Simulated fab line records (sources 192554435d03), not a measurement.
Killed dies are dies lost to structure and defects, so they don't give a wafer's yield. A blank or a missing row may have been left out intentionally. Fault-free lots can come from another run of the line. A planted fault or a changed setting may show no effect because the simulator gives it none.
Code-filled problem report in 8D (eight disciplines) form || flow n5_finfet || the parts of the form that need people (team, actions taken, sign-off) are left out

1. WHAT WENT WRONG
run_length_s at N5_BEOL_M2_CO_CAP_55 reads a mean of 215.3 s on 5 wafers of 2 lots; wafers without a fault read 125.0 s with a standard deviation of 0.65. That is +99 or more standard deviations from the usual mean.
The step: material Co, precursor CCTBA/H2, target thk 2 nm, time 102.1 s.
Seen first at day 10 07:50 on cvd_co-01, wafer L983.3. At this step, 18 wafers from 6 lots have a number in the record. The rule behind "out" and "out of limits": a value lying over 4 standard deviations away from the usual mean. The other wafers with a number count as sound.

2. WHAT IT IS; WHAT IT IS NOT
{"question": "which readings at this step", "is": "run_length_s", "is not": "heater_power_w"}
{"question": "which lots", "is": "L983, L984", "is not": "L972, L973, L978, L982"}
{"question": "which wafers of those lots", "is": "L983.3, L983.4, L983.6, L984.3, L984.4", "is not": "L984.2"}
{"question": "read on which tools", "is": "cvd_co-01", "is not": "cvd_co-02"}
{"question": "when", "is": "from day 10 07:50", "is not": "up to then (9 sound wafers); but 4 sound wafers of L982, L984 came after"}

3. WHAT RULES OUT EACH SUSPECT
Counting: a tool at a process step up to the reading stays a suspect if it ran every lot that is out. Sound lots after the first of them don't rule it out here, since some wafers of a struck lot are sound.
- cmp-02 at N5_BEOL_M2_CMP_52 (polishes, stops on SiOC, t overpolish 6.8 s, target thk 40 nm): kept. It ran every lot that is out, first L983 (day 10 07:28).
- cvd_co-01 at N5_BEOL_M2_CO_CAP_55 (material Co, precursor CCTBA/H2, target thk 2 nm, time 102.1 s): kept. It processed each lot that is out (first: L983, day 10 07:50); up to then, its last sound lot is L972 (day 7 11:07). Out on those wafers are its own readings of run_length_s.
- Within cvd_co-01 at N5_BEOL_M2_CO_CAP_55: the wafers that are out ran in chambers 0, 2; their sound lot-mates ran in chamber 1.
What counting leaves: cmp-02 at N5_BEOL_M2_CMP_52 and cvd_co-01 at N5_BEOL_M2_CO_CAP_55.

4. THE CAUSE (what the simulator had put in)
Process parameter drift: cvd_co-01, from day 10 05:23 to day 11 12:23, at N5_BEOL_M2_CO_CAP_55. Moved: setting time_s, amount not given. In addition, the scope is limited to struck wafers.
Counting leaves 2 suspects; this tool is one of them.

5. THE EFFECT CHAIN, in route order
One row per reading whose mean, taken over the struck wafers that have a number, lies over 3 standard deviations from the usual. Only readings whose record carries a usual standard deviation are examined. hours: median over the lots of the time between each lot's start at the first step of this table that gives one and its start at this step. sigmas: the change, counted in usual standard deviations.
{"hours": 0, "step": "N5_BEOL_M2_CO_CAP_55", "reading": "run_length_s", "usual": "125.0 s", "on struck wafers": 215.3, "change": "+90.3", "sigmas": "+99 or more"}
Here are the process steps it includes:
- N5_BEOL_M2_CO_CAP_55: material Co, precursor CCTBA/H2, target thk 2 nm, time 102.1 s.
At these later measuring or inspecting steps, every struck wafer for which the step has a row has a number for every such reading, and none has moved that far: N5_BEOL_M4_RC_MEAS_101.

6. HOW IT WOULD HAVE BEEN CAUGHT EARLIER
2 hours passed between the start of the fault at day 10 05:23 and the first reading out of limits in this record, taken at day 10 07:50.
